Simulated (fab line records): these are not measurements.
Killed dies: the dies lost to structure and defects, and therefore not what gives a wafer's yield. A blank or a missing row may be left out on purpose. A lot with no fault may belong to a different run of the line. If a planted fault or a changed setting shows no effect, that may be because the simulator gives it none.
Chamber matching + flow n5 finfet + rie diel-06 running N5_SD_EPI_N_ETCH_35: 4 sister chambers
The step etches SOC in N2/H2, overetch 108 nm, time 486 s. 8 wafers are shown with their chamber, then 12 later ones without.

WAFERS WITH THEIR CHAMBER
| wafer  | chamber | throttle valve pct (%) | showerhead plenum p Torr (Torr) |
|--------|---------|------------------------|---------------------------------|
| L079.5 | 0       | 24.30                  | 2.65                            |
| L082.6 | 1       | 23.68                  | 2.56                            |
| L083.1 | 3       | 23.94                  | 2.49                            |
| L083.2 | 0       | 24.30                  | 2.64                            |
| L083.3 | 2       | 24.06                  | 2.47                            |
| L085.1 | 1       | 23.68                  | 2.55                            |
| L085.4 | 2       | 24.05                  | 2.47                            |
| L085.5 | 3       | 23.94                  | 2.48                            |

WAFERS WHOSE CHAMBER IS MISSING
| wafer  | throttle valve pct (%) | showerhead plenum p Torr (Torr) |
|--------|------------------------|---------------------------------|
| L086.2 | 23.94                  | 2.48                            |
| L086.4 | 24.06                  | 2.47                            |
| L086.6 | 24.06                  | 2.47                            |
| L090.2 | 23.70                  | 2.55                            |
| L090.3 | 24.09                  | 2.47                            |
| L090.4 | 24.32                  | 2.64                            |
| L091.3 | 23.71                  | 2.55                            |
| L091.4 | 24.32                  | 2.63                            |
| L091.6 | 24.07                  | 2.46                            |
| L094.2 | 23.96                  | 2.48                            |
| L094.3 | 24.07                  | 2.46                            |
| L094.4 | 23.70                  | 2.55                            |

THE CHAMBER EACH PASSED THROUGH
| wafer  | from the rows above | in truth |
|--------|---------------------|----------|
| L086.2 | 3                   | 3        |
| L086.4 | 2                   | 2        |
| L086.6 | 2                   | 2        |
| L090.2 | 1                   | 1        |
| L090.3 | 2                   | 2        |
| L090.4 | 0                   | 0        |
| L091.3 | 1                   | 1        |
| L091.4 | 0                   | 0        |
| L091.6 | 2                   | 2        |
| L094.2 | 3                   | 3        |
| L094.3 | 2                   | 2        |
| L094.4 | 1                   | 1        |
Correctly placed: 12 of 12. Not placeable from these rows: 0. Number placed wrongly: 0.
How it was worked out, from the rows above alone: a wafer's distance from a chamber is the root of the sum, over the readings, of the square of ((its reading less the chamber's mean) divided by the reading's scatter). If the next closest chamber is less than 2 further off than the closest, the wafer can't be placed; otherwise it belongs to the closest. Each chamber's mean is taken over the wafers shown for it. The scatter: the root of (the sum of the squares of (reading less its chamber's mean) over the shown wafers, divided by (wafers less chambers)).
